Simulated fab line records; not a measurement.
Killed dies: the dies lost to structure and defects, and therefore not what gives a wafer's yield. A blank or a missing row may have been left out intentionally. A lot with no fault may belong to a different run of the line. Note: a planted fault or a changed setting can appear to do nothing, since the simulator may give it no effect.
fab line records    flow n5Finfet
record lots=4  wafers=12  lastDay=17
route steps=1938 shown SD_EPI_N@275 SD_EPI_P@295 BEOL_M4@1111 PASSIVATION@1936
lots that met no fault: taken from a fault-free run of the same line
startH: the number of hours between the record's first day and the start of the first shown wafer of the lot    waitH: time in hours since the lot's previous step    " repeats the value in the row above    L1.1+2: several wafers, shown together as one row    - value missing, or start not given    * or withheld: withheld    < > ~ a bound
route shown NAME@n: a module of which the file shows steps, and the number in the route of the first    usual: mean/standard deviation taken from wafers without a fault    same: alike in all rows    chamber/n: place in a boat    sites: readings site by site    _std_site: standard deviation across them    _edge_site: mean of outer sites minus mean of inner sites    radiusMm: for every site, how far away it sits from the centre of the wafer    mask NAME#n: copy n    behind: the tool/chamber that last shaped the wafer    hold: the reason the lot was held/the length of the hold in hours/how it ended    device: names the non-switching transistor (n, p or np)    end of line: the same wafers' tests at the end of the route    for a step that has no rows: nothing shown but its recipe    killed: count of dies lost to structure and defects at first sort (not the wafer's yield)    map: dies across one wafer; x = killed, . = not, _ = none there
set.NAME: the run value of the setting; set.NAME@STEP: its run value at that earlier step    model.NAME: the simulator's own value behind a step, which no gauge read
lots seen at some steps along the route; tables by step, rows by wafer
services: from which hour (startH, from the record's first day; less than 0 if before it) a tool's chamber was out of use, for how many hours, and why
## steps
# step N5_SD_EPI_N_ETCH_35
# recipe chemistry=N2/H2  target=SOC  overetchA=1080  maskMaterial=SiARC  tempC=40  ionEnergyEv=100  sourceW=3000  biasW=133  pressureMtorr=20  timeS=486  n2FlowSccm=200  h2FlowSccm=200
# step N5_SD_EPI_N_STRIP_36
# recipe chemistry=N2/H2  tempC=40  n2FlowSccm=200  h2FlowSccm=200  rfFrequencyHz=6e+07
# step N5_SD_EPI_N_ETCHBACK_44
# recipe chemistry=CH3F/O2  mode=anisotropicEtchback  target=SiNx  targetDepthA=145  stopOn=SiO2  overEtchFrac=0.3  ionEnergyEv=120  pressureMtorr=30  sourceW=395  biasW=73  Ar_flow_sccm=150  CH3F_flow_sccm=30  O2_flow_sccm=20
# step N5_SD_EPI_N_ETCH_45
# recipe chemistry=CH3F/O2  target=SiOCN  targetDepthA=60  maskMaterial=SOC  ionEnergyEv=60  biasW=29  pressureMtorr=15  sourceW=410  Ar_flow_sccm=150  CH3F_flow_sccm=30  O2_flow_sccm=20
# step N5_SD_EPI_N_ETCH_16
# recipe chemistry=CHF3/O2  target=SiO2  targetDepthA=50  maskMaterial=SOC  pressureMtorr=30  sourceW=650  biasW=170  Ar_flow_sccm=200  CHF3_flow_sccm=50  O2_flow_sccm=5  ionEnergyEv=200
# step N5_SD_EPI_N_STRIP_47
# recipe chemistry=CHF3/O2  resist=SiARC  rfFrequencyHz=6e+07
# step N5_SD_EPI_N_SD_RECESS_17
# recipe chemistry=HBr/Cl2/O2  targetDepthA=410  maskMaterial=SOC  timeS=23.7  btTimeS=3  pressureMtorr=10  icpW=800  biasW=112  HBr_flow_sccm=150  Cl2_flow_sccm=80  O2_flow_sccm=12
# step N5_SD_EPI_N_STRIP_38
# recipe chemistry=N2/H2  powerW=1000  tempC=250  h2Frac=0.65  overashFraction=0.3  pressureMtorr=withheld  n2FlowSccm=1750  h2FlowSccm=3250
# step N5_SD_EPI_N_WET_ETCH_43
# recipe chemistry=dHF  dilution=withheld  timeS=14  target=SiO2  targetDepthA=15  tempC=25
# step N5_SD_EPI_N_STRIP_18
# recipe chemistry=SPM  timeS=750  tempC=130  h2so4H2o2VolRatio=4
# step N5_SD_EPI_N_SRD_20
# recipe dry=ipaMarangoni  doPpb=5  timeS=30  tempC=23  rinseLiquid=diw
# step N5_SD_EPI_N_PRECLEAN_48
# recipe chemistry=NF3:NH3  afsCycles=2  tempC=30  timeS=20  sublimationTempC=180  sublimationTimeS=60  pressureTorr=3  rfPowerW=30
# step N5_SD_EPI_N_VAPOR_ETCH_50
# recipe chemistry=HCl  target=Si  tempC=775  timeS=54  pressureTorr=20  mode=isotropic
# usual chamberPressureTorr=20.00/0.041  lampInnerPct=21.1/0.85  throttleValvePct=11.8/0.31
lot.wafer  tool         chamber  startH  waitH  chamberPressureTorr  lampInnerPct  throttleValvePct
L421.1     epiRpcvd-03  -        93.89   0.3    -                    -             -
L421.3     "            -        "       "      -                    -             -
L421.6     "            -        "       "      -                    -             -
L422.1     epiRpcvd-03  -        103.31  0.3    -                    -             -
L422.2     "            -        "       "      -                    -             -
L422.6     "            -        "       "      -                    -             -
L432.2     epiRpcvd-03  0        161.54  0.4    19.98                22.1          12.1
L432.3     "            0        "       "      20.04                22.1          12.0
L432.6     "            0        "       "      20.05                22.0          11.9
L436.3     epiRpcvd-04  0        188.50  0.3    20.10                20.6          11.8
L436.4     "            0        "       "      20.01                20.9          11.8
L436.5     "            0        "       "      20.05                20.6          12.3
# step N5_SD_EPI_N_EPI_21
# recipe material=Si:P  dopant=P  tempC=680  pressureTorr=255  timeS=690
# step N5_SD_EPI_N_PRECLEAN_24
# recipe chemistry=O3/DIW  timeS=60  tempC=22  o3Ppm=10
# step N5_SD_EPI_N_SRD_25
# recipe timeS=30  tempC=23  rinseLiquid=diw  dry=ipaMarangoni
# step N5_SD_EPI_N_PRECLEAN_49
# recipe chemistry=NF3:NH3  afsCycles=1  tempC=30  timeS=20  sublimationTempC=180  sublimationTimeS=60  pressureTorr=3  rfPowerW=30
# step N5_SD_EPI_N_LINER_46
# recipe material=SiNx  targetThkA=30  tempC=400  aldPrecursorFamily=SiH2I2  aldCoReactant=N2/H2-plasma  pressureTorr=2
# step N5_SD_EPI_P_COAT_34
# recipe resist=SOC  tempC=250  timeS=60  spinRpm=1500  resistThkNm=350
# step N5_SD_EPI_P_COAT_35
# recipe resist=SiARC  tempC=220  timeS=60  spinRpm=1500  resistThkNm=35
# step N5_SD_EPI_P_COAT_03
# recipe resist=CAR-ArF-block  spinRpm=1500  resistThkNm=150
# step N5_SD_EPI_P_EBR_05
# recipe solvent=PGMEA  ebrWidthMm=1.5
# step N5_SD_EPI_P_SOFTBAKE_04
# recipe tempC=110  timeS=60  resist=CAR-ArF-block
# step N5_SD_EPI_P_EXPOSE_06
# recipe maskId=SD_P_BLK  na=1.35  sourceShape=conventional  sigmaOuter=0.8  polarization=unpolarized  targetCdNm=240  doseMj=39.5
# step N5_SD_EPI_P_PEB_07
# recipe pebTempC=110  pebTimeS=60  resist=CAR-ArF-block
# step N5_SD_EPI_P_DEVELOP_08
# recipe developTimeS=30  developer=TMAH  resist=CAR-ArF-block  devTempC=23  rinseLiquid=diw  dry=airSpin
# step N5_SD_EPI_P_DESCUM_14
# recipe chemistry=O2  timeS=7.9  sourcePowerW=50  biasPowerW=20  pressureMtorr=20  rfFrequencyHz=2.712e+07  tempC=40  resist=CAR-ArF-block  o2FlowSccm=225
# step N5_SD_EPI_P_ETCH_36
# recipe chemistry=CF4  target=SiARC  targetDepthA=455  maskMaterial=CAR-ArF-block  timeS=75.8  ionEnergyEv=80  pressureMtorr=40  sourceW=545  biasW=36  Ar_flow_sccm=100  cf4FlowSccm=100  ends=cleared
# step N5_SD_EPI_P_ETCH_37
# recipe chemistry=N2/H2  target=SOC  overetchA=1080  maskMaterial=SiARC  tempC=40  ionEnergyEv=100  sourceW=3000  biasW=133  pressureMtorr=20  timeS=486  n2FlowSccm=200  h2FlowSccm=200  ends=endPoint
# step N5_SD_EPI_P_STRIP_38
# recipe chemistry=N2/H2  tempC=40  n2FlowSccm=200  h2FlowSccm=200  rfFrequencyHz=6e+07
# step N5_SD_EPI_P_ETCHBACK_46
# recipe chemistry=CH3F/O2  mode=anisotropicEtchback  target=SiNx  targetDepthA=175  stopOn=SiO2  overEtchFrac=0.3  ionEnergyEv=120  pressureMtorr=30  sourceW=395  biasW=73  Ar_flow_sccm=150  CH3F_flow_sccm=30  O2_flow_sccm=20
# step N5_SD_EPI_P_ETCH_47
# recipe chemistry=CH3F/O2  target=SiOCN  targetDepthA=250  maskMaterial=SOC  ionEnergyEv=60  biasW=29  pressureMtorr=30  sourceW=410  Ar_flow_sccm=150  CH3F_flow_sccm=30  O2_flow_sccm=20
# step N5_SD_EPI_P_ETCH_16
# recipe chemistry=CHF3/O2  target=SiO2  targetDepthA=50  maskMaterial=SOC  pressureMtorr=30  sourceW=650  biasW=170  Ar_flow_sccm=200  CHF3_flow_sccm=50  O2_flow_sccm=5  ionEnergyEv=200
# step N5_SD_EPI_P_STRIP_50
# recipe chemistry=CHF3/O2  resist=SiARC  rfFrequencyHz=6e+07
# step N5_SD_EPI_P_SD_RECESS_17
# recipe chemistry=HBr/Cl2/O2  targetDepthA=391  btTimeS=3  pressureMtorr=10  icpW=800  biasW=112  HBr_flow_sccm=150  Cl2_flow_sccm=80  O2_flow_sccm=12
# step N5_SD_EPI_P_WET_ETCH_45
# recipe chemistry=dHF  dilution=withheld  timeS=10.7  target=SiO2  targetDepthA=20  tempC=25  dry=ipaMarangoni  rinseTimeS=30  rinseTempC=23
# step N5_SD_EPI_P_STRIP_40
# recipe chemistry=N2/H2  powerW=1000  tempC=250  h2Frac=0.65  overashFraction=0.3  pressureMtorr=withheld  n2FlowSccm=1750  h2FlowSccm=3250
# step N5_BEOL_M4_RC_MEAS_101
# usual CJ_N=4.37/0.08  DIBL_N=36.3/1.2  DIBL_P=36.7/1.5  IOFF_N=0.164/0.02  IOFF_N_85C=3.2/0.34  IOFF_N_LIN=0.075/0.0075  IOFF_N_LONG=5.57e-05/1.9e-06  IOFF_P=0.214/0.024  ION_N=673/8.5  ION_P=461/5.9  REXT_N=75.3/1.5  SS_N=71.6/0.44  SS_P=73.3/0.55  VT_N=249.4/2.4  VT_N_LVT=98.3/2.8  VT_P=-250.0/2.3
lot.wafer  tool       chamber  startH  waitH  CJ_N  DIBL_N[mV/V]  DIBL_P[mV/V]  IOFF_N[nA/um]  IOFF_N_85C[nA/um]  IOFF_N_LIN[nA/um]  IOFF_N_LONG[nA/um]  IOFF_P[nA/um]  ION_N[uA/um]  ION_P[uA/um]  REXT_N[ohm.um]  SS_N[mV/dec]  SS_P[mV/dec]  VT_N[mV]  VT_N_LVT[mV]  VT_P[mV]
L421.1     prober-02  0        225.24  0.0    3.77  24.9          37.4          0.043          1.0                0.027              4.59e-05            0.229          521           463           161.1           70.1          74.2          273.1     122.4         -249.9
L421.3     "          0        "       "      3.86  23.8          35.4          0.036          0.9                0.023              4.58e-05            0.194          508           452           159.0           68.8          73.0          277.4     124.2         -250.4
L421.6     "          0        "       "      3.78  24.2          36.6          0.039          1.0                0.025              4.61e-05            0.206          516           463           160.5           69.8          73.8          274.0     124.8         -251.1
L422.1     prober-01  0        233.70  0.0    3.95  24.2          36.6          0.041          1.0                0.025              4.97e-05            0.211          519           465           150.7           68.9          72.7          270.6     119.6         -249.8
L422.2     "          0        "       "      3.97  24.5          36.8          0.041          1.0                0.025              4.98e-05            0.204          524           457           148.3           69.2          73.1          271.8     121.3         -252.8
L422.6     "          0        "       "      4.15  24.3          37.0          0.042          1.0                0.025              5.02e-05            0.213          524           459           146.6           68.8          72.8          273.5     118.9         -250.5
L432.2     prober-01  0        281.12  0.2    4.37  35.2          37.4          0.164          3.2                0.076              5.71e-05            0.210          682           464           75.3            71.4          72.5          247.2     98.9          -249.2
L432.3     "          0        "       "      4.35  33.8          35.5          0.130          2.7                0.062              5.6e-05             0.181          660           456           74.9            71.2          71.9          252.8     102.9         -249.8
L432.6     "          0        "       "      4.35  34.3          36.2          0.150          3.0                0.070              5.64e-05            0.189          668           453           76.0            71.1          72.4          249.9     100.2         -252.0
L436.3     prober-02  0        303.10  0.3    4.25  37.8          37.9          0.176          3.4                0.080              5.37e-05            0.228          681           468           75.7            71.1          72.6          248.3     95.8          -247.1
L436.4     "          0        "       "      4.27  37.9          38.0          0.180          3.4                0.079              5.48e-05            0.226          679           464           76.4            72.1          73.4          246.9     97.2          -251.0
L436.5     "          0        "       "      4.27  38.6          39.1          0.198          3.7                0.086              5.49e-05            0.242          687           467           76.8            72.2          73.1          246.9     94.0          -250.7
# step N5_PASSIVATION_PROBE_49
# usual defectLimitedYield=91.2/1.5  killed_at_M0_to_M3=35/11  killed_at_M4_up=13/5.6  killedAtContacts=13/6.3  killedAtFrontEnd=38/12  killedAtOther=3.7/2.9  killedDies=104/18  killedOpen=69/13  killedShort=34/8.3  sort_bin_5_function=5.2/0.95  sort_bin_6_memory=3.3/0.68  sort_bin_8_speed=0/0  sortNPass=1076/18  sortYieldPct=91.2/1.5
# same grossDies=1180  killedAtBackSide=0  sort_bin_4_leakage[%]=0
lot.wafer  tool       chamber  startH  waitH  defectLimitedYield[%]  killed_at_M0_to_M3  killed_at_M4_up  killedAtContacts  killedAtFrontEnd  killedAtOther  killedDies  killedOpen  killedShort  sort_bin_5_function[%]  sort_bin_6_memory[%]  sort_bin_8_speed[%]  sortNPass  sortYieldPct[%]
L421.1     prober-02  -        332.95  0.0    89.6                   47                  16               12                44                4              123         73          48           6.0                     3.9                   89.58                0          0
L421.3     prober-02  -        333.05  0.1    91.5                   50                  4                7                 37                2              100         67          30           4.8                     3.5                   91.53                0          0
L421.6     prober-02  -        333.20  0.3    90.5                   39                  10               7                 50                6              112         62          49           5.2                     3.4                   90.51                0          0
L422.1     prober-01  -        333.56  0.0    92.6                   21                  17               15                29                5              87          51          36           4.6                     2.4                   92.63                0          0
L422.2     prober-01  -        333.61  0.1    92.7                   23                  10               13                33                7              86          56          30           3.6                     3.4                   92.71                0          0
L422.6     prober-01  -        333.81  0.3    93.6                   8                   16               13                36                3              76          45          29           4.3                     1.9                   93.56                0          0
L432.2     prober-02  -        394.22  0.1    90.1                   42                  14               8                 52                1              117         69          48           6.4                     3.2                   0                    1063       90.1
L432.3     prober-02  -        394.27  0.1    91.4                   25                  21               18                35                2              101         58          43           5.5                     2.4                   0                    1079       91.4
L432.6     prober-02  -        394.42  0.3    91.1                   47                  21               11                25                1              105         73          29           5.3                     3.4                   0                    1075       91.1
L436.3     prober-02  -        410.89  0.1    90.1                   27                  22               19                46                3              117         83          34           5.7                     4.0                   0                    1063       90.1
L436.4     prober-02  -        410.94  0.2    87.9                   51                  11               14                59                8              143         91          47           6.9                     4.7                   0                    1037       87.9
L436.5     prober-02  -        410.99  0.2    90.4                   25                  10               7                 62                9              113         67          44           5.8                     3.4                   0                    1067       90.4
# killed by level:class
L421.1 FIN_SAQP:geometricParticle:short=18 BEOL_M1:geometricParticle:open=14 BEOL_M0_SAQP:geometricParticle:open=12 MOL_CONTACT_COAG:geometricParticle:open=8 BEOL_M2:geometricParticle:open=8 STI_FIN_REVEAL:geometricParticle:open=6 FIN_SAQP:geometricParticle:open=5 MOL_CONTACT_COAG:geometricParticle:short=4
L421.3 BEOL_M2:geometricParticle:open=17 BEOL_M3:geometricParticle:open=11 DUMMY_GATE:geometricParticle:open=9 STI_FIN_REVEAL:geometricParticle:open=8 BEOL_M1:geometricParticle:open=6 FIN_SAQP:geometricParticle:short=5 MOL_CONTACT_COAG:geometricParticle:open=5 BEOL_M3:geometricParticle:short=4
L421.6 FIN_SAQP:geometricParticle:short=16 FIN_SAQP:geometricParticle:open=14 BEOL_M0_SAQP:geometricParticle:short=9 BEOL_M3:geometricParticle:open=7 BEOL_M0_SAQP:geometricParticle:open=7 BEOL_M2:geometricParticle:open=6 STARTING-WAFER:geometricParticle:open=5 STI_FIN_REVEAL:geometricParticle:open=4
L422.1 MOL_CONTACT_COAG:geometricParticle:open=10 FIN_SAQP:geometricParticle:open=9 BEOL_M0_SAQP:geometricParticle:open=6 MOL_CONTACT_COAG:geometricParticle:short=5 BEOL_M0_SAQP:geometricParticle:short=5 BEOL_M4:geometricParticle:open=4 STI_FIN_REVEAL:geometricParticle:open=3 DUMMY_GATE:geometricParticle:short=3
L422.2 MOL_CONTACT_COAG:geometricParticle:open=11 BEOL_M0_SAQP:geometricParticle:open=8 STI_FIN_REVEAL:geometricParticle:open=7 BEOL_M0_SAQP:geometricParticle:short=7 BEOL_M4:geometricParticle:open=7 FIN_SAQP:geometricParticle:open=5 FIN_SAQP:geometricParticle:short=5 GATE_CUT:geometricParticle:open=3
L422.6 MOL_CONTACT_COAG:geometricParticle:open=11 FIN_SAQP:geometricParticle:open=10 FIN_SAQP:geometricParticle:short=10 BEOL_M4:geometricParticle:open=5 BEOL_M0_SAQP:geometricParticle:short=4 GATE_CUT:geometricParticle:short=3 BEOL_M7:geometricParticle:open=3 DUMMY_GATE:geometricParticle:open=2
L432.2 STI_FIN_REVEAL:geometricParticle:open=15 BEOL_M0_SAQP:geometricParticle:open=10 BEOL_M0_SAQP:geometricParticle:short=10 BEOL_M3:geometricParticle:open=8 FIN_SAQP:geometricParticle:short=7 BEOL_M4:geometricParticle:open=6 STARTING-WAFER:geometricParticle:open=6 FIN_SAQP:geometricParticle:open=5
L432.3 MOL_CONTACT_COAG:geometricParticle:open=12 BEOL_M4:geometricParticle:open=10 BEOL_M0_SAQP:geometricParticle:short=9 FIN_SAQP:geometricParticle:short=8 GATE_CUT:geometricParticle:short=8 STI_FIN_REVEAL:geometricParticle:open=7 MOL_CONTACT_COAG:geometricParticle:short=6 BEOL_M0_SAQP:geometricParticle:open=6
L432.6 BEOL_M3:geometricParticle:open=12 BEOL_M2:geometricParticle:open=11 BEOL_M4:geometricParticle:open=10 BEOL_M0_SAQP:geometricParticle:open=9 MOL_CONTACT_COAG:geometricParticle:open=8 BEOL_M0_SAQP:geometricParticle:short=8 STI_FIN_REVEAL:geometricParticle:open=5 GATE_CUT:geometricParticle:short=4
L436.3 MOL_CONTACT_COAG:geometricParticle:open=18 FIN_SAQP:geometricParticle:open=14 BEOL_M0_SAQP:geometricParticle:open=13 BEOL_M4:geometricParticle:open=10 FIN_SAQP:geometricParticle:short=9 BEOL_M0_SAQP:geometricParticle:short=6 BEOL_M5:geometricParticle:open=5 STARTING-WAFER:geometricParticle:open=4
L436.4 BEOL_M0_SAQP:geometricParticle:short=18 FIN_SAQP:geometricParticle:open=17 BEOL_M0_SAQP:geometricParticle:open=16 STI_FIN_REVEAL:geometricParticle:open=15 FIN_SAQP:geometricParticle:short=12 MOL_CONTACT_COAG:geometricParticle:open=11 BEOL_M1:geometricParticle:open=9 BEOL_M4:geometricParticle:open=6
L436.5 FIN_SAQP:geometricParticle:open=18 FIN_SAQP:geometricParticle:short=18 STI_FIN_REVEAL:geometricParticle:open=13 BEOL_M1:geometricParticle:open=10 MOL_CONTACT_COAG:geometricParticle:open=6 BEOL_M0_SAQP:geometricParticle:short=6 BEOL_M4:geometricParticle:open=6 GATE_CUT:geometricParticle:short=4
# map L421.1 (x killed, . not)
_________________.....x......________________
______________.x................_____________
___________..........x.xx..........__________
__________.......x............x....._________
________.............................._______
_______..............xxxx............x.______
______xx...x.....x......................_____
_____......x................x............____
____.x........x.........x..x..xx..........___
___xx.........x......................x....x__
___..x.............x..x...........x........__
__..........x..x...........x.x.............x_
__..x..x..x..x.....x........x..............._
_........x...................x............x..
_..x............x....x..........x.........x..
_.....................................x......
_.....x......x...x.............x.....xx..x...
_.............x.............xx.x........x....
_..........x.x.x.............xx..x...x..xx...
_.....x.......x....x...x..x........x.x.......
_...x......x................x.x..............
__.....xx.x.......................x.x.....xx_
__x........................................._
___......x.x...................x.......x.x.__
___.x......x..x.x.....x.......x.x..........__
____...x.............x....................___
_____..x...x......x..x.x..............x..____
______.................................._____
_______...............................x______
________...........x.................x_______
__________.............x..x....x...._________
___________........................__________
______________.....x............_____________
_________________......x.x.x.________________
# map L422.1 (x killed, . not)
_________________.....x......________________
______________x........x........_____________
___________........................__________
__________..........x...........x..._________
________.x...........................x_______
_______................................______
______..........x.................x.x..._____
_____....................x.........x.....____
____.................x..........x..x....x.___
___....................x.........x.........__
___x..........x.................x..........__
__....x...x..........x......................_
__....x..................xx................._
_.................x..........................
_............x..x............................
_.....................................x.....x
_...................x.....x..........x.......
_.....x..........xxx............x............
_................x.......x......x........x...
_......x.............x......x..........x.....
_..........x...............x.................
__....x..............x............x..x...x.._
__...................x.......x........x....x_
___..x.........x...............x.......x...__
___...........................x............__
____...x.....x....x..x..x..x.......x......___
_____x.....x.............................____
______..................x......x......x._____
_______......x.........x...............______
________.......x.....x......x........x_______
__________.....x..................x._________
___________........................__________
______________......x.x...x....._____________
_________________............________________
## services
tool         chamber  startH  hours  kind
epiRpcvd-04  -        168.86  1.7    repair
## key
firstSign step=N5_SD_EPI_N_VAPOR_ETCH_50  reading=toolRecord  direction=missing
effect step=N5_BEOL_M4_RC_MEAS_101  reading=REXT_N  direction=up  sigmas=54  usual=75.3  struck=154.4
effect step=N5_BEOL_M4_RC_MEAS_101  reading=ION_N  direction=down  sigmas=18  usual=673  struck=519
effect step=N5_BEOL_M4_RC_MEAS_101  reading=VT_N  direction=up  sigmas=10  usual=249.4  struck=273.4
effect step=N5_BEOL_M4_RC_MEAS_101  reading=DIBL_N  direction=down  sigmas=9.6  usual=36.3  struck=24.3
effect step=N5_BEOL_M4_RC_MEAS_101  reading=VT_N_LVT  direction=up  sigmas=8.4  usual=98.3  struck=121.8
effect step=N5_BEOL_M4_RC_MEAS_101  reading=IOFF_N_LIN  direction=down  sigmas=6.7  usual=0.075  struck=0.025
effect step=N5_BEOL_M4_RC_MEAS_101  reading=IOFF_N_85C  direction=down  sigmas=6.5  usual=3.2  struck=1.0
effect step=N5_BEOL_M4_RC_MEAS_101  reading=IOFF_N  direction=down  sigmas=6.1  usual=0.164  struck=0.040
effect step=N5_BEOL_M4_RC_MEAS_101  reading=CJ_N  direction=down  sigmas=5.7  usual=4.37  struck=3.91
effect step=N5_BEOL_M4_RC_MEAS_101  reading=SS_N  direction=down  sigmas=5.4  usual=71.6  struck=69.3
effect step=N5_BEOL_M4_RC_MEAS_101  reading=IOFF_N_LONG  direction=down  sigmas=4.1  usual=5.57e-05  struck=4.8e-05
effect step=N5_PASSIVATION_PROBE_49  reading=sort_bin_8_speed  direction=up  sigmas=99+  usual=0  struck=91.75
metAt N5_SD_EPI_N_VAPOR_ETCH_50
struckWafers L421.1,L421.3,L421.6,L422.1,L422.2,L422.6
fault kind=skippedStepWhole  tool=epiRpcvd-03  chamber=-  onsetH=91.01  steps=N5_SD_EPI_N_VAPOR_ETCH_50  scope=struckLotsOnly
